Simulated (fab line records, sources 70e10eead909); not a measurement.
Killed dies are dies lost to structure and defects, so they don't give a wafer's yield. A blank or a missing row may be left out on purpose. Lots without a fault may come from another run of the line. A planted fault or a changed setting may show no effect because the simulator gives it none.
fab line records | flow nand_harc
record lots=5 wafers=15 last_day=24
route steps=1159 shown A_ONON_D1@424 A_CHANNEL_HOLE_D1@450
lots that met no fault: from a run of the same line without faults
start_h: hours from the record's first day to the start of the lot's first wafer shown | wait_h: hours since the lot's step before | " the same as in the row above | L1.1+2: a row that stands for several wafers | - no value, or no start given | * or withheld: withheld | < > ~ a bound
route shown NAME@n: a module of which the file shows steps, and the number in the route of the first | usual: mean/standard deviation of fault-free wafers | same: alike in all rows | chamber/n: place in a boat | sites: the reading at each site | _std_site: their standard deviation | _edge_site: outer sites' mean less inner sites' | radius_mm: how far each site lies from the wafer's centre | mask NAME#n: copy n | behind: the tool/chamber that last shaped the wafer | hold: why the lot was held/for how many hours/how that ended | device: the transistor (n, p or np) that didn't switch | end of line: the same wafers' tests at the end of the route | a step without rows: its recipe alone | killed: dies lost to structure and defects at the first sort, not the wafer's yield | map: a wafer's dies, x killed, . not, _ none there
set.NAME: the setting as run; set.NAME@STEP: as run at that earlier step | model.NAME: the simulator's own value behind a step, which no gauge read
lots at some steps of the route; a table a step, a row a wafer
services: from which hour (start_h, from the record's first day; less than 0 if before it) a tool's chamber was out of use, for how many hours, and why
## steps
# step NHARC_A_ONON_D1_DEP_00
# recipe target_thk_a=10000 n2_flow_sccm=2750 n2o_flow_sccm=2000 nh3_flow_sccm=500 sih4_flow_sccm=210 temp_c=400
# columns lot.wafer tool chamber start_h wait_h
L078.2+4+5 pecvd_onon-03 0 178.56 0.1
L083.2+5+6 pecvd_onon-01 0 211.07 0.1
L091.1+5+6 pecvd_onon-04 0 257.43 0.1
L094.1+4+6 pecvd_onon-01 0 266.22 0.1
L095.3+5+6 pecvd_onon-01 0 283.20 0.2
# step NHARC_A_ONON_D1_THK_MEAS_02
# recipe thk_meas_gauge=ellipsometry
# usual thk_nm=1000/9.3
# columns lot.wafer tool chamber start_h wait_h thk_nm
L078.2 film_metro-01 - 179.04 - 1002
L078.4 " - " " 1003
L078.5 " - " " 1003
L083.2 film_metro-02 - 211.52 - 1006
L083.5 " - " " 1005
L083.6 " - " " 1006
L091.1 film_metro-01 - 257.94 - 987
L091.5 " - " " 987
L091.6 " - " " 987
L094.1 film_metro-01 - 266.72 - 1007
L094.4 " - " " 1007
L094.6 " - " " 1007
L095.3 film_metro-01 - 283.59 - 994
L095.5 " - " " 996
L095.6 " - " " 994
# step NHARC_A_ONON_D1_DEP_03
# recipe target_thk_a=10000 n2_flow_sccm=2750 n2o_flow_sccm=2000 nh3_flow_sccm=500 sih4_flow_sccm=210 temp_c=400
# columns lot.wafer tool chamber start_h wait_h
L078.2+4+5 pecvd_onon-01 0 179.26 0.2
L083.2+5+6 pecvd_onon-03 0 211.63 0.1
L091.1+5+6 pecvd_onon-01 0 258.00 0.1
L094.1+4+6 pecvd_onon-01 0 266.78 0.1
L095.3+5+6 pecvd_onon-04 0 283.76 0.2
# step NHARC_A_ONON_D1_THK_MEAS_05
# recipe thk_meas_gauge=ellipsometry
# usual thk_nm=1001/8.4
# columns lot.wafer tool chamber start_h wait_h thk_nm
L078.2 film_metro-02 - 179.71 - 983
L078.4 " - " " 984
L078.5 " - " " 984
L083.2 film_metro-01 - 212.09 - 1016
L083.5 " - " " 1017
L083.6 " - " " 1015
L091.1 film_metro-02 - 258.51 - 1001
L091.5 " - " " 1002
L091.6 " - " " 1001
L094.1 film_metro-02 - 267.29 - 1009
L094.4 " - " " 1009
L094.6 " - " " 1007
L095.3 film_metro-02 - 284.16 - 1002
L095.5 " - " " 1001
L095.6 " - " " 1001
# step NHARC_A_ONON_D1_DEP_06
# recipe target_thk_a=10000 n2_flow_sccm=2750 n2o_flow_sccm=2000 nh3_flow_sccm=500 sih4_flow_sccm=210 temp_c=400
# columns lot.wafer tool chamber start_h wait_h
L078.2+4+5 pecvd_onon-03 0 179.97 0.3
L083.2+5+6 pecvd_onon-04 0 212.20 0.1
L091.1+5+6 pecvd_onon-01 0 258.56 0.1
L094.1+4+6 pecvd_onon-01 0 267.34 0.1
L095.3+5+6 pecvd_onon-03 0 284.34 0.2
# step NHARC_A_ONON_D1_THK_MEAS_08
# recipe thk_meas_gauge=ellipsometry
# usual thk_nm=998/11
# columns lot.wafer tool chamber start_h wait_h thk_nm
L078.2 film_metro-02 - 180.42 - 990
L078.4 " - " " 990
L078.5 " - " " 990
L083.2 film_metro-01 - 212.66 - 982
L083.5 " - " " 982
L083.6 " - " " 982
L091.1 film_metro-01 - 259.07 - 1019
L091.5 " - " " 1020
L091.6 " - " " 1021
L094.1 film_metro-02 - 267.88 - 1026
L094.4 " - " " 1024
L094.6 " - " " 1025
L095.3 film_metro-02 - 284.73 - 992
L095.5 " - " " 990
L095.6 " - " " 990
# step NHARC_A_ONON_D1_DEP_09
# recipe target_thk_a=10000 n2_flow_sccm=2750 n2o_flow_sccm=2000 nh3_flow_sccm=500 sih4_flow_sccm=210 temp_c=400
# columns lot.wafer tool chamber start_h wait_h
L078.2+4+5 pecvd_onon-03 0 180.54 0.1
L083.2+5+6 pecvd_onon-03 0 212.77 0.1
L091.1+5+6 pecvd_onon-01 0 259.13 0.1
L094.1+4+6 pecvd_onon-01 0 267.93 0.1
L095.3+5+6 pecvd_onon-01 0 284.90 0.2
# step NHARC_A_ONON_D1_THK_MEAS_11
# recipe thk_meas_gauge=ellipsometry
# usual thk_nm=1000/8.8
# columns lot.wafer tool chamber start_h wait_h thk_nm
L078.2 film_metro-01 - 180.99 - 1007
L078.4 " - " " 1003
L078.5 " - " " 1005
L083.2 film_metro-02 - 213.22 - 998
L083.5 " - " " 997
L083.6 " - " " 995
L091.1 film_metro-01 - 259.64 - 1007
L091.5 " - " " 1005
L091.6 " - " " 1006
L094.1 film_metro-01 - 268.44 - 992
L094.4 " - " " 993
L094.6 " - " " 992
L095.3 film_metro-02 - 285.30 - 1004
L095.5 " - " " 1004
L095.6 " - " " 1003
# step NHARC_A_ONON_D1_DEP_12
# recipe target_thk_a=10000 n2_flow_sccm=2750 n2o_flow_sccm=2000 nh3_flow_sccm=500 sih4_flow_sccm=210 temp_c=400
# columns lot.wafer tool chamber start_h wait_h
L078.2+4+5 pecvd_onon-03 0 181.10 0.1
L083.2+5+6 pecvd_onon-01 0 213.34 0.1
L091.1+5+6 pecvd_onon-01 0 259.69 0.1
L094.1+4+6 pecvd_onon-01 0 268.50 0.1
L095.3+5+6 pecvd_onon-04 0 285.47 0.2
# step NHARC_A_ONON_D1_THK_MEAS_14
# recipe thk_meas_gauge=ellipsometry
# usual thk_nm=1001/12
# columns lot.wafer tool chamber start_h wait_h thk_nm
L078.2 film_metro-02 - 181.56 - 998
L078.4 " - " " 999
L078.5 " - " " 995
L083.2 film_metro-01 - 213.79 - 993
L083.5 " - " " 994
L083.6 " - " " 994
L091.1 film_metro-01 - 260.20 - 992
L091.5 " - " " 992
L091.6 " - " " 993
L094.1 film_metro-01 - 269.03 - 998
L094.4 " - " " 997
L094.6 " - " " 1002
L095.3 film_metro-01 - 285.87 - 1005
L095.5 " - " " 1006
L095.6 " - " " 1005
# step NHARC_A_ONON_D1_ANNEAL_15
# recipe temp_c=750 time_s=3600
# usual spike_tc_centre_C=750.9/1.1 spike_tc_lower_C=750.4/1.1 spike_tc_top_C=766.6/3 tube_center_temp_C=750/0.059
# columns lot.wafer tool chamber start_h wait_h spike_tc_centre_C spike_tc_lower_C spike_tc_top_C tube_center_temp_C
L078.2 furnace-07 0 184.26 2.7 748.7 749.8 769.7 750.06
L078.4 " 0 " " 750.2 751.3 768.5 750.04
L078.5 " 0 " " 751.5 749.1 768.9 749.89
L083.2 furnace-05 0 217.42 3.6 748.3 750.6 763.6 749.92
L083.5 " 0 " " 749.2 751.5 761.5 749.93
L083.6 " 0 " " 751.9 750.9 762.8 749.98
L091.1 furnace-07 0 266.54 6.3 750.2 749.9 768.9 749.91
L091.5 " 0 " " 749.6 748.4 768.1 749.98
L091.6 " 0 " " 751.4 751.8 768.3 750.03
L094.1 furnace-08 0 274.24 5.2 751.4 750.2 764.6 750.01
L094.4 " 0 " " 750.3 751.8 764.3 749.99
L094.6 " 0 " " 750.3 752.5 765.9 750.14
L095.3 furnace-07 0 288.57 2.7 751.7 751.2 768.5 749.92
L095.5 " 0 " " 751.7 750.1 768.8 750.02
L095.6 " 0 " " 749.3 751.0 769.7 749.94
# step NHARC_A_ONON_D1_DEP_16
# recipe target_thk_a=10000 n2_flow_sccm=2750 n2o_flow_sccm=2000 nh3_flow_sccm=500 sih4_flow_sccm=210 temp_c=400
# columns lot.wafer tool chamber start_h wait_h
L078.2+4+5 pecvd_onon-04 0 188.20 0.1
L083.2+5+6 pecvd_onon-03 0 221.34 0.1
L091.1+5+6 pecvd_onon-03 0 270.47 0.1
L094.1+4+6 pecvd_onon-01 0 278.14 0.1
L095.3+5+6 pecvd_onon-01 0 292.58 0.2
# step NHARC_A_ONON_D1_THK_MEAS_18
# recipe thk_meas_gauge=ellipsometry
# usual thk_nm=997/11
# columns lot.wafer tool chamber start_h wait_h thk_nm
L078.2 film_metro-02 - 188.66 - 986
L078.4 " - " " 987
L078.5 " - " " 986
L083.2 film_metro-02 - 221.79 - 1014
L083.5 " - " " 1014
L083.6 " - " " 1014
L091.1 film_metro-02 - 270.98 - 1016
L091.5 " - " " 1016
L091.6 " - " " 1017
L094.1 film_metro-02 - 278.65 - 987
L094.4 " - " " 985
L094.6 " - " " 984
L095.3 film_metro-01 - 292.97 - 988
L095.5 " - " " 988
L095.6 " - " " 988
# step NHARC_A_ONON_D1_DEP_19
# recipe target_thk_a=10000 n2_flow_sccm=2750 n2o_flow_sccm=2000 nh3_flow_sccm=500 sih4_flow_sccm=210 temp_c=400
# columns lot.wafer tool chamber start_h wait_h
L078.2+4+5 pecvd_onon-03 0 188.78 0.1
L083.2+5+6 pecvd_onon-01 0 221.90 0.1
L091.1+5+6 pecvd_onon-01 0 271.03 0.1
L094.1+4+6 pecvd_onon-01 0 278.71 0.1
L095.3+5+6 pecvd_onon-04 0 293.14 0.2
# step NHARC_A_ONON_D1_THK_MEAS_21
# recipe thk_meas_gauge=ellipsometry
# usual thk_nm=1002/11
# columns lot.wafer tool chamber start_h wait_h thk_nm
L078.2 film_metro-02 - 189.26 - 1001
L078.4 " - " " 1003
L078.5 " - " " 1002
L083.2 film_metro-02 - 222.36 - 1019
L083.5 " - " " 1019
L083.6 " - " " 1018
L091.1 film_metro-02 - 271.54 - 989
L091.5 " - " " 990
L091.6 " - " " 990
L094.1 film_metro-02 - 279.21 - 1013
L094.4 " - " " 1012
L094.6 " - " " 1012
L095.3 film_metro-02 - 293.54 - 1012
L095.5 " - " " 1011
L095.6 " - " " 1010
# step NHARC_A_ONON_D1_DEP_22
# recipe target_thk_a=10000 n2_flow_sccm=2750 n2o_flow_sccm=2000 nh3_flow_sccm=500 sih4_flow_sccm=210 temp_c=400
# columns lot.wafer tool chamber start_h wait_h
L078.2+4+5 pecvd_onon-01 0 189.37 0.1
L083.2+5+6 pecvd_onon-04 0 222.47 0.1
L091.1+5+6 pecvd_onon-04 0 271.60 0.1
L094.1+4+6 pecvd_onon-01 0 279.27 0.1
L095.3+5+6 pecvd_onon-03 0 293.71 0.2
# step NHARC_A_ONON_D1_THK_MEAS_24
# recipe thk_meas_gauge=ellipsometry
# usual thk_nm=1001/9.6
# columns lot.wafer tool chamber start_h wait_h thk_nm
L078.2 film_metro-02 - 189.85 - 995
L078.4 " - " " 995
L078.5 " - " " 995
L083.2 film_metro-02 - 222.93 - 994
L083.5 " - " " 995
L083.6 " - " " 996
L091.1 film_metro-02 - 272.11 - 1002
L091.5 " - " " 1002
L091.6 " - " " 1003
L094.1 film_metro-02 - 279.78 - 1018
L094.4 " - " " 1017
L094.6 " - " " 1016
L095.3 film_metro-02 - 294.11 - 990
L095.5 " - " " 991
L095.6 " - " " 991
# step NHARC_A_ONON_D1_DEP_25
# recipe target_thk_a=10000 n2_flow_sccm=2750 n2o_flow_sccm=2000 nh3_flow_sccm=500 sih4_flow_sccm=210 temp_c=400
# columns lot.wafer tool chamber start_h wait_h
L078.2+4+5 pecvd_onon-04 0 189.97 0.1
L083.2+5+6 pecvd_onon-01 0 223.04 0.1
L091.1+5+6 pecvd_onon-03 0 272.16 0.1
L094.1+4+6 pecvd_onon-01 0 279.84 0.1
L095.3+5+6 pecvd_onon-04 0 294.28 0.2
# step NHARC_A_ONON_D1_THK_MEAS_27
# recipe thk_meas_gauge=ellipsometry
# usual thk_nm=1002/11
# columns lot.wafer tool chamber start_h wait_h thk_nm
L078.2 film_metro-02 - 190.43 - 994
L078.4 " - " " 994
L078.5 " - " " 996
L083.2 film_metro-02 - 223.50 - 994
L083.5 " - " " 994
L083.6 " - " " 995
L091.1 film_metro-02 - 272.70 - 1001
L091.5 " - " " 1003
L091.6 " - " " 999
L094.1 film_metro-02 - 280.35 - 997
L094.4 " - " " 997
L094.6 " - " " 996
L095.3 film_metro-02 - 294.67 - 994
L095.5 " - " " 993
L095.6 " - " " 994
# step NHARC_A_ONON_D1_DEP_28
# recipe target_thk_a=10000 n2_flow_sccm=2750 n2o_flow_sccm=2000 nh3_flow_sccm=500 sih4_flow_sccm=210 temp_c=400
# columns lot.wafer tool chamber start_h wait_h
L078.2+4+5 pecvd_onon-03 0 190.54 0.1
L083.2+5+6 pecvd_onon-03 0 223.61 0.1
L091.1+5+6 pecvd_onon-01 0 272.76 0.1
L094.1+4+6 pecvd_onon-01 0 280.40 0.1
L095.3+5+6 pecvd_onon-03 0 294.95 0.3
# step NHARC_A_ONON_D1_THK_MEAS_30
# recipe thk_meas_gauge=ellipsometry
# usual thk_nm=1000/9.3
# columns lot.wafer tool chamber start_h wait_h thk_nm
L078.2 film_metro-01 - 191.00 - 1007
L078.4 " - " " 1007
L078.5 " - " " 1009
L083.2 film_metro-02 - 224.07 - 1014
L083.5 " - " " 1013
L083.6 " - " " 1013
L091.1 film_metro-02 - 273.27 - 1009
L091.5 " - " " 1012
L091.6 " - " " 1011
L094.1 film_metro-01 - 280.94 - 1000
L094.4 " - " " 1000
L094.6 " - " " 1001
L095.3 film_metro-02 - 295.35 - 994
L095.5 " - " " 993
L095.6 " - " " 994
# step NHARC_A_ONON_D1_DEP_33
# recipe target_thk_a=2000 temp_c=400 pressure_torr=6.5 rf_w=900 teos_flow_sccm=161.4 flow_sccm=2650 target_thk_nm=200 gas=O2 material=SiO2
# usual chamber_pressure_Torr=6.502/0.013 heater_power_w=584/83 throttle_valve_pct=16.1/0.37
# columns lot.wafer tool chamber start_h wait_h chamber_pressure_Torr heater_power_w throttle_valve_pct
L078.2 pecvd-04 2 191.08 0.1 6.494 651 16.5
L078.4 " 0 " " 6.480 431 15.8
L078.5 " 1 " " 6.504 422 15.6
L083.2 pecvd-04 2 224.22 0.1 6.503 599 16.2
L083.5 " 1 " " 6.506 426 14.9
L083.6 " 2 " " 6.497 627 16.2
L091.1 pecvd-04 0 273.33 0.1 6.491 419 16.2
L091.5 " 0 " " 6.484 440 16.1
L091.6 " 2 " " 6.497 672 16.2
L094.1 pecvd-02 2 281.04 0.1 6.503 566 16.8
L094.4 " 2 " " 6.491 597 16.8
L094.6 " 0 " " 6.492 793 16.5
L095.3 pecvd-02 0 295.53 0.2 6.486 820 16.5
L095.6 " 1 " " 6.476 620 16.4
L095.5 " 2 " " 6.523 520 16.6
# step NHARC_A_ONON_D1_THK_MEAS_34
# recipe thk_meas_gauge=ellipsometry
# usual thk_nm=200.1/2.7
# columns lot.wafer tool chamber start_h wait_h thk_nm
L078.2 film_metro-02 - 191.52 - 200.8
L078.4 " - " " 199.0
L078.5 " - " " 203.5
L083.2 film_metro-01 - 224.57 - 198.3
L083.5 " - " " 206.2
L083.6 " - " " 201.5
L091.1 film_metro-02 - 273.74 - 196.6
L091.5 " - " " 200.6
L091.6 " - " " 200.9
L094.1 film_metro-01 - 281.41 - 195.9
L094.4 " - " " 198.8
L094.6 " - " " 201.3
L095.3 film_metro-02 - 295.95 - 196.3
L095.5 " - " " 197.1
L095.6 " - " " 202.8
# step NHARC_A_ONON_D1_INSPECT_32
# usual raw_defect_count=74/33
# columns lot.wafer tool chamber start_h wait_h raw_defect_count
L078.2 defect_inspect-02 - 191.58 0.0 65
L078.4 " - " " 62
L078.5 " - " " 51
L083.2 defect_inspect-01 - 224.63 0.0 51
L083.5 " - " " 52
L083.6 " - " " 77
L091.1 defect_inspect-01 - 273.80 0.0 177
L091.5 " - " " 266
L091.6 " - " " 97
L094.1 defect_inspect-01 - 281.48 0.0 50
L094.4 " - " " 91
L094.6 " - " " 85
L095.3 defect_inspect-01 - 296.01 0.0 46
L095.5 " - " " 73
L095.6 " - " " 78
# step NHARC_A_CHANNEL_HOLE_D1_DEP_00
# recipe target_thk_a=31000 temp_c=400 material=aC
# usual throttle_valve_pct=35.000/0.0091
# columns lot.wafer tool chamber start_h wait_h throttle_valve_pct
L078.2 acl_dep-03 0 193.50 1.9 34.996
L078.4 " 0 " " 34.997
L078.5 " 0 " " 35.010
L083.2 acl_dep-01 0 225.01 0.4 35.007
L083.5 " 0 " " 34.986
L083.6 " 0 " " 34.998
L091.1 acl_dep-03 0 273.87 0.1 35.008
L091.5 " 0 275.13 1.3 34.988
L091.6 " 0 " " 35.018
L094.1 acl_dep-03 0 281.85 0.4 35.009
L094.4 " 0 " " 34.989
L094.6 " 0 " " 35.010
L095.3 acl_dep-03 0 297.05 1.0 35.013
L095.5 " 0 " " 34.986
L095.6 " 0 " " 35.001
# step NHARC_A_CHANNEL_HOLE_D1_DEP_01
# recipe target_thk_a=1400 target_thk_nm=140 temp_c=400 pressure_torr=3.5 flow_sccm=200 rf_w=350 material=SiON
# usual chamber_pressure_Torr=3.499/0.008 heater_power_w=816/76
# columns lot.wafer tool chamber start_h wait_h chamber_pressure_Torr heater_power_w
L078.2 pecvd-01 2 195.22 1.4 3.492 744
L078.4 " 1 " " 3.504 820
L078.5 " 2 " " 3.507 750
L083.2 pecvd-01 0 226.62 1.3 3.496 735
L083.6 " 2 " " 3.499 777
L083.5 " 1 " " 3.492 890
L091.1 pecvd-02 0 275.84 1.7 3.502 958
L091.6 " 1 " " 3.491 840
L091.5 " 0 " " 3.500 908
L094.1 pecvd-02 1 283.84 1.7 3.505 791
L094.4 " 2 " " 3.508 793
L094.6 " 0 " " 3.504 916
L095.3 pecvd-01 1 298.44 1.1 3.502 777
L095.5 " 1 " " 3.486 786
L095.6 " 2 " " 3.506 774
# step NHARC_A_CHANNEL_HOLE_D1_DEHYDRATE_02
# recipe temp_c=150 time_s=120
# usual heater_power_total_W=182.6/1.2
# columns lot.wafer tool chamber start_h wait_h heater_power_total_W
L078.2 litho_track-06 0 195.43 0.2 180.9
L078.4 " 0 " " 181.8
L078.5 " 0 " " 180.6
L083.2 litho_track-04 0 226.87 0.2 184.3
L083.5 " 0 " " 183.2
L083.6 " 0 " " 180.9
L091.1 litho_track-04 0 276.06 0.2 183.4
L091.5 " 0 " " 181.5
L091.6 " 0 " " 184.1
L094.1 litho_track-04 0 284.11 0.2 182.3
L094.4 " 0 " " 181.5
L094.6 " 0 " " 183.7
L095.3 litho_track-04 0 298.71 0.2 181.0
L095.5 " 0 " " 182.1
L095.6 " 0 " " 181.2
# step NHARC_A_CHANNEL_HOLE_D1_HMDS_03
# recipe time_s=30
# columns lot.wafer tool chamber start_h wait_h
L078.2+4+5 litho_track-06 0 - -
L083.2+5+6 litho_track-04 0 - -
L091.1+5+6 litho_track-04 0 - -
L094.1+4+6 litho_track-04 0 - -
L095.3+5+6 litho_track-04 0 - -
# step NHARC_A_CHANNEL_HOLE_D1_COAT_36
# recipe temp_c=260 time_s=75
# usual heater_power_total_W=486.9/1.8
# columns lot.wafer tool chamber start_h wait_h heater_power_total_W
L078.2 litho_track-06 0 - - 484.8
L078.4 " 0 " " 489.4
L078.5 " 0 " " 484.9
L083.2 litho_track-04 0 - - 485.5
L083.5 " 0 " " 486.8
L083.6 " 0 " " 489.2
L091.1 litho_track-04 0 - - 488.3
L091.5 " 0 " " 485.1
L091.6 " 0 " " 489.0
L094.1 litho_track-04 0 - - 488.1
L094.4 " 0 " " 485.4
L094.6 " 0 " " 484.9
L095.3 litho_track-04 0 - - 487.9
L095.5 " 0 " " 487.3
L095.6 " 0 " " 488.1
# step NHARC_A_CHANNEL_HOLE_D1_COAT_37
# recipe temp_c=225 time_s=65
# usual heater_power_total_W=446.9/2
# columns lot.wafer tool chamber start_h wait_h heater_power_total_W
L078.2 litho_track-06 0 - - 444.7
L078.4 " 0 " " 449.5
L078.5 " 0 " " 445.0
L083.2 litho_track-04 0 - - 446.0
L083.5 " 0 " " 444.1
L083.6 " 0 " " 449.6
L091.1 litho_track-04 0 - - 448.8
L091.5 " 0 " " 447.9
L091.6 " 0 " " 449.8
L094.1 litho_track-04 0 - - 449.5
L094.4 " 0 " " 444.0
L094.6 " 0 " " 449.5
L095.3 litho_track-04 0 - - 449.0
L095.5 " 0 " " 445.0
L095.6 " 0 " " 446.9
# step NHARC_A_CHANNEL_HOLE_D1_COAT_04
# recipe spin_rpm=1500 resist_thk_nm=90
# columns lot.wafer tool chamber start_h wait_h
L078.2+4+5 litho_track-06 0 - -
L083.2+5+6 litho_track-04 0 - -
L091.1+5+6 litho_track-04 0 - -
L094.1+4+6 litho_track-04 0 - -
L095.3+5+6 litho_track-04 0 - -
# step NHARC_A_CHANNEL_HOLE_D1_SOFTBAKE_05
# recipe temp_c=105 time_s=55
# usual heater_power_total_W=188.46/0.14
# columns lot.wafer tool chamber start_h wait_h heater_power_total_W
L078.2 litho_track-06 0 - - 188.43
L078.4 " 0 " " 188.55
L078.5 " 0 " " 188.36
L083.2 litho_track-04 0 - - 188.47
L083.5 " 0 " " 188.45
L083.6 " 0 " " 188.50
L091.1 litho_track-04 0 - - 188.54
L091.5 " 0 " " 188.59
L091.6 " 0 " " 188.70
L094.1 litho_track-04 0 - - 188.43
L094.4 " 0 " " 188.33
L094.6 " 0 " " 188.52
L095.3 litho_track-04 0 - - 188.39
L095.5 " 0 " " 188.34
L095.6 " 0 " " 188.41
# step NHARC_A_CHANNEL_HOLE_D1_EBR_06
# columns lot.wafer tool chamber start_h wait_h
L078.2+4+5 litho_track-06 0 - -
L083.2+5+6 litho_track-04 0 - -
L091.1+5+6 litho_track-04 0 - -
L094.1+4+6 litho_track-04 0 - -
L095.3+5+6 litho_track-04 0 - -
# step NHARC_A_CHANNEL_HOLE_D1_EXPOSE_07
# recipe na=1.35 target_cd_nm=100 sigma_outer=0.3 dose_mj=59.65 mask_id=HOLE_D1
# usual focus_offset_nm=-0.1/0.52
# columns lot.wafer tool chamber start_h wait_h mask focus_offset_nm
L078.2 arfi_scanner-01 0 195.75 - HOLE_D1#0 0.9
L078.4 " 0 " " HOLE_D1#0 0.4
L078.5 " 0 " " HOLE_D1#0 0.1
L083.2 arfi_scanner-03 0 227.06 - HOLE_D1#0 -0.6
L083.5 " 0 " " HOLE_D1#0 -0.1
L083.6 " 0 " " HOLE_D1#0 -0.5
L091.1 arfi_scanner-01 0 276.24 - HOLE_D1#0 -0.1
L091.5 " 0 " " HOLE_D1#0 0.8
L091.6 " 0 " " HOLE_D1#0 -0.3
L094.1 arfi_scanner-01 0 284.56 - HOLE_D1#0 -0.9
L094.4 " 0 " " HOLE_D1#0 -0.1
L094.6 " 0 " " HOLE_D1#0 0.0
L095.3 arfi_scanner-03 0 299.03 - HOLE_D1#0 0.0
L095.5 " 0 " " HOLE_D1#0 -0.3
L095.6 " 0 " " HOLE_D1#0 -0.2
# step NHARC_A_CHANNEL_HOLE_D1_PEB_08
# recipe peb_temp_c=100 peb_time_s=65
# usual heater_power_total_W=156.6/0.39
# columns lot.wafer tool chamber start_h wait_h heater_power_total_W
L078.2 litho_track-01 0 195.80 0.1 156.2
L078.4 " 0 " " 156.4
L078.5 " 0 " " 156.4
L083.2 litho_track-04 0 227.12 0.1 157.0
L083.5 " 0 " " 156.2
L083.6 " 0 " " 156.9
L091.1 litho_track-06 0 276.30 0.1 156.7
L091.5 " 0 " " 157.1
L091.6 " 0 " " 156.3
L094.1 litho_track-04 0 284.62 0.1 156.6
L094.4 " 0 " " 156.0
L094.6 " 0 " " 156.9
L095.3 litho_track-06 0 299.09 0.0 157.1
L095.5 " 0 " " 156.4
L095.6 " 0 " " 156.2
# step NHARC_A_CHANNEL_HOLE_D1_DEVELOP_09
# recipe develop_time_s=35 dev_temp_c=23
# columns lot.wafer tool chamber start_h wait_h
L078.2+4+5 litho_track-01 0 - -
L083.2+5+6 litho_track-04 0 - -
L091.1+5+6 litho_track-06 0 - -
L094.1+4+6 litho_track-04 0 - -
L095.3+5+6 litho_track-06 0 - -
# step NHARC_A_CHANNEL_HOLE_D1_CD_MEAS_10
# recipe target_cd_nm=100 landing_energy_ev=500
# usual cd_nm=100.2/0.57
# columns lot.wafer tool chamber start_h wait_h cd_nm
L078.2 cd_sem-01 0 195.88 - 100.1
L078.4 " 0 " " 100.0
L078.5 " 0 " " 100.6
L083.2 cd_sem-01 0 227.20 - 98.9
L083.5 " 0 " " 99.9
L083.6 " 0 " " 99.5
L091.1 cd_sem-02 0 276.38 - 99.3
L091.5 " 0 " " 99.5
L091.6 " 0 " " 100.1
L094.1 cd_sem-01 0 284.70 - 99.4
L094.4 " 0 " " 99.5
L094.6 " 0 " " 99.7
L095.3 cd_sem-02 0 299.17 - 100.8
L095.5 " 0 " " 100.9
L095.6 " 0 " " 99.8
# step NHARC_A_CHANNEL_HOLE_D1_OVL_MEAS_11
# usual overlay_x_nm=0.0/0.83 overlay_y_nm=0.3/0.81
# columns lot.wafer tool chamber start_h wait_h overlay_x_nm overlay_y_nm
L078.2 overlay-01 - 195.97 - 0.6 -0.1
L078.4 " - " " 0.5 0.2
L078.5 " - " " 0.2 -0.3
L083.2 overlay-02 - 227.29 - 0.7 -0.1
L083.5 " - " " 0.7 -0.2
L083.6 " - " " 1.0 -0.1
L091.1 overlay-01 - 276.47 - 0.9 0.3
L091.5 " - " " 0.5 0.3
L091.6 " - " " 0.6 0.4
L094.1 overlay-02 - 284.78 - 1.5 1.7
L094.4 " - " " 1.6 2.2
L094.6 " - " " 1.5 2.4
L095.3 overlay-02 - 299.25 - 1.0 0.3
L095.5 " - " " 1.2 0.8
L095.6 " - " " 0.8 0.6
# step NHARC_A_CHANNEL_HOLE_D1_INSPECT_12
# usual raw_defect_count=6/3.4
# columns lot.wafer tool chamber start_h wait_h raw_defect_count
L078.2 defect_inspect-01 - 196.01 0.0 5
L078.4 " - " " 8
L078.5 " - " " 6
L083.2 defect_inspect-02 - 227.32 0.0 4
L083.5 " - " " 3
L083.6 " - " " 4
L091.1 defect_inspect-01 - 276.51 0.0 9
L091.5 " - " " 26
L091.6 " - " " 9
L094.1 defect_inspect-02 - 284.82 0.0 4
L094.4 " - " " 10
L094.6 " - " " 2
L095.3 defect_inspect-01 - 299.29 0.0 5
L095.5 " - " " 5
L095.6 " - " " 10
# step NHARC_A_CHANNEL_HOLE_D1_DESCUM_15
# recipe time_s=3 o2_flow_sccm=200 ar_flow_sccm=0 bias_power_w=0 chemistry=O2
# usual drypump_motor_current_A=5.7/0.55 oes_product_au=1.000/0.0095 rf_vpp_V=57.8/0.9 showerhead_plenum_p_Torr=1.91/0.1 throttle_valve_pct=11.312/0.0091
# columns lot.wafer tool chamber start_h wait_h drypump_motor_current_A oes_product_au rf_hours_counter_h rf_vpp_V showerhead_plenum_p_Torr throttle_valve_pct
L078.4 rie_diel-01 0 196.07 0.1 5.9 0.978 5 56.8 1.78 11.297
L078.2 " 1 " " 5.7 0.998 4 58.5 1.80 11.313
L078.5 " 0 " " 5.9 0.986 - 59.0 1.78 11.318
L083.2 rie_diel-09 1 227.40 0.1 5.1 1.002 12 59.3 1.93 11.325
L083.6 " 3 " " 5.3 0.984 - 57.7 2.05 11.298
L083.5 " 0 " " 5.1 0.999 - 57.2 1.79 11.311
L091.1 rie_diel-08 3 276.59 0.1 5.6 1.014 9 56.8 1.81 11.307
L091.6 " 1 " " 6.6 1.012 - 57.6 2.01 11.314
L091.5 " 2 " " 5.7 1.002 - 59.2 1.99 11.310
L094.1 rie_diel-01 1 284.88 0.1 5.7 1.002 10 56.0 1.80 11.300
L094.4 " 2 " " 6.5 0.984 10 57.2 1.84 11.300
L094.6 " 2 " " 6.5 0.993 - 58.7 1.84 11.315
L095.3 rie_diel-08 3 299.35 0.1 5.6 1.004 10 56.7 1.81 11.309
L095.6 " 3 " " 5.6 0.996 - 57.2 1.81 11.311
L095.5 " 0 " " 6.4 1.003 - 58.5 2.00 11.306
## services
# columns tool chamber start_h hours kind
pecvd-04 - 161.75 0.4 repair
pecvd-01 - 162.00 1.1 repair
rie_diel-01 1 171.68 6.1 repair
furnace-08 - 184.99 10.1 repair
rie_diel-09 3 190.42 2.4 repair
rie_diel-08 0 193.41 4.6 repair
pecvd_onon-01 - 195.00 13.0 pm
pecvd-04 - 195.70 13.0 pm
arfi_scanner-01 - 196.00 4.0 pm
rie_diel-01 2 198.52 5.2 repair
rie_diel-08 0 199.38 19.4 repair
arfi_scanner-03 - 201.08 2.6 repair
pecvd-01 2 206.82 3.9 repair
arfi_scanner-01 - 211.15 0.7 repair
rie_diel-08 3 216.15 1.7 repair
acl_dep-03 - 225.00 13.0 pm
pecvd-01 - 237.00 13.0 pm
pecvd_onon-04 - 237.00 13.0 pm
arfi_scanner-03 - 237.11 0.8 repair
arfi_scanner-01 - 242.55 1.0 repair
litho_track-01 - 268.00 7.0 pm
pecvd-01 0 288.31 11.8 repair
rie_diel-08 0 291.70 6.6 repair
litho_track-06 - 292.00 7.0 pm
## key
fault none
